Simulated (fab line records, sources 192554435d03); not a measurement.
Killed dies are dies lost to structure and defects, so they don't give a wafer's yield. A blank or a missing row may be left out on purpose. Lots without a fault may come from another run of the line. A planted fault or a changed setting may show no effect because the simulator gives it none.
A struck lot beside a sound one | flow n5_finfet | 37 steps out of a route of 1938
Sound: wafers L752.3, L752.4, L752.6. Struck: wafer L738.5. (L738.3 of the same lot was not struck and is left out.) The cause comes at the end.
At each step with rows: each side's tool, then ch and its chambers, then its first start. Under that, the readings that differ: sound wafers | struck wafers | difference of the means | sigmas: that difference in standard deviations of wafers without a fault.
alike: readings whose means differ by less than 2 such deviations, and words and numbers that are the same on both sides. not compared: withheld readings, readings that some wafer has no value for, bounds like >300 that may hide the same value, and numbers for which the record gives no deviation and whose values overlap.
The two part at a step that has a row with sigmas, a row that says differs or no value, or rows on one side only. Numbers that don't overlap but have no deviation are shown without sigmas and don't part them. A reading that every wafer of one side lacks parts them only if that side has two wafers or more.

first, 8 steps without rows for these wafers: N5_BEOL_M6_SPUTTER_48 (material Cu, target thk 10 nm, time 1.667 s); N5_BEOL_M6_ECD_50 (material Cu, target thk 300 nm); N5_BEOL_M6_ANNEAL_51 (time 90 s); N5_BEOL_M6_CMP_52 (polishes, stops on SiCOH lowk, t overpolish 6.9 s, target thk 80 nm); N5_BEOL_M6_PRE_CLEAN_55 (time 15 s); N5_BEOL_M6_DEP_56 (deposits SiCN from 3MS/NH3, target thk 10 nm, time 17.5 s); N5_BEOL_M7_ILD_DEP_00 (deposits SiCOH lowk from DEMS/porogen, target thk 179.75 nm, time 33.4 s); N5_BEOL_M7_CURE_74 (cures SiCOH lowk, time 240 s).
N5_BEOL_M7_PECVD_70: deposits SiO2 from TEOS/O2, target thk 20 nm, time 22.7 s.
  sound on pecvd-01 ch 0,1,2, day 15 13:51; struck on pecvd-03 ch 2, day 12 09:04
  reading                                    | sound       | struck | difference | sigmas
  heater_power_outer_w (W)                   | 465 552 587 | 337    | -198       | -2
  model.SiO2_of_BEOL_M7_PECVD_70.thk_nm (nm) | 19.8 20 20  | 14.6   | -5.3       |
  alike: heater_power_w, showerhead_plenum_p_Torr, throttle_valve_pct
then, 25 steps without rows for these wafers: N5_BEOL_M7_HM_DEP_02 (deposits TiN, target thk 20 nm); N5_BEOL_M7_COAT_59 (time 60 s, resist thk 100 nm); N5_BEOL_M7_COAT_60 (time 60 s, resist thk 35 nm); N5_BEOL_M7_COAT_05 (resist thk 90 nm); N5_BEOL_M7_EBR_07; N5_BEOL_M7_SOFTBAKE_06 (time 60 s); N5_BEOL_M7_EXPOSE_08 (exposes mask M7); N5_BEOL_M7_PEB_09 (peb time 60 s); N5_BEOL_M7_DEVELOP_10 (develop time 30 s); N5_BEOL_M7_DESCUM_16 (chemistry O2, time 7.9 s); N5_BEOL_M7_ETCH_61 (etches SiARC in CF4, target depth 45.5 nm, time 75.8 s); N5_BEOL_M7_ETCH_62 (etches SOC in N2/H2, target depth 110 nm, overetch 22 nm, time 165 s); N5_BEOL_M7_STRIP_68 (strips in N2/H2); N5_BEOL_M7_STRIP_67 (strips in CF4); N5_BEOL_M7_HM_OPEN_17 (chemistry Cl2/BCl3, target TiN, target depth 20 nm, overetch 6 nm); N5_BEOL_M7_STRIP_19 (strips in O2); N5_BEOL_M7_COAT_63 (time 60 s, resist thk 60 nm); N5_BEOL_M7_COAT_64 (time 60 s, resist thk 12 nm); N5_BEOL_M7_COAT_71 (time 60 s, resist thk 5 nm); N5_BEOL_M7_COAT_22 (resist thk 30 nm); N5_BEOL_M7_EBR_24; N5_BEOL_M7_SOFTBAKE_23 (time 60 s); N5_BEOL_M7_EXPOSE_25 (exposes mask V6, target cd 40 nm); N5_BEOL_M7_PEB_26 (peb time 60 s); N5_BEOL_M7_DEVELOP_27 (develop time 30 s).
N5_BEOL_M7_HM_STRIP_39: strips TiN in peroxide tin strip, target depth 25 nm, time 158 s.
  sound on wet_bench-05 ch 0,5,6, day 15 17:11; struck on wet_bench-02 ch 7, day 12 14:54
  reading                                    | sound        | struck | difference | sigmas
  model.SiO2_of_BEOL_M7_PECVD_70.thk_nm (nm) | 19.6 19.8 20 | 14.6   | -5.2       |
  alike: bath_heat_duty_pct
N5_BEOL_M7_CMP_52: polishes, stops on SiCOH lowk, t overpolish 6.9 s, target thk 80 nm.
  sound on cmp-03 ch 2,3, day 15 20:34; struck on cmp-03 ch 3, day 12 16:59
  reading                      | sound          | struck | difference | sigmas
  barrier_field_endpoint_s (s) | 28.2 28.7 28.5 | 22.0   | -6.5       | -8
  alike: motor_current_A
  not compared: pad_life_wafers
-- the record jumps here: 3 days lie between the struck wafers' starts before and after (it left off in module BEOL_M7 and takes up again in module PASSIVATION, whose first step shown is number 1936 of the route) --
N5_PASSIVATION_PROBE_49:
  sound on prober-01, day 18 20:46; struck on prober-02, day 15 18:59
  reading         | sound | struck | difference | sigmas
  killed_at_M4_up | 5 9 5 | 19     | +13        | +2
  alike: defect_limited_yield, killed_at_M0_to_M3, killed_at_contacts, killed_at_front_end, killed_at_other, killed_dies, killed_open, killed_short, sort_bin_4_leakage, sort_bin_5_function, sort_bin_6_memory, sort_n_pass, sort_yield_pct

WHERE THEY PART
First at N5_BEOL_M7_PECVD_70; last, within this record, at N5_PASSIVATION_PROBE_49.

WHY: what the simulator had put in
Process parameter drift: pecvd-03, from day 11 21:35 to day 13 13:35, at N5_BEOL_M7_PECVD_70. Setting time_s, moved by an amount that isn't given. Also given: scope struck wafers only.
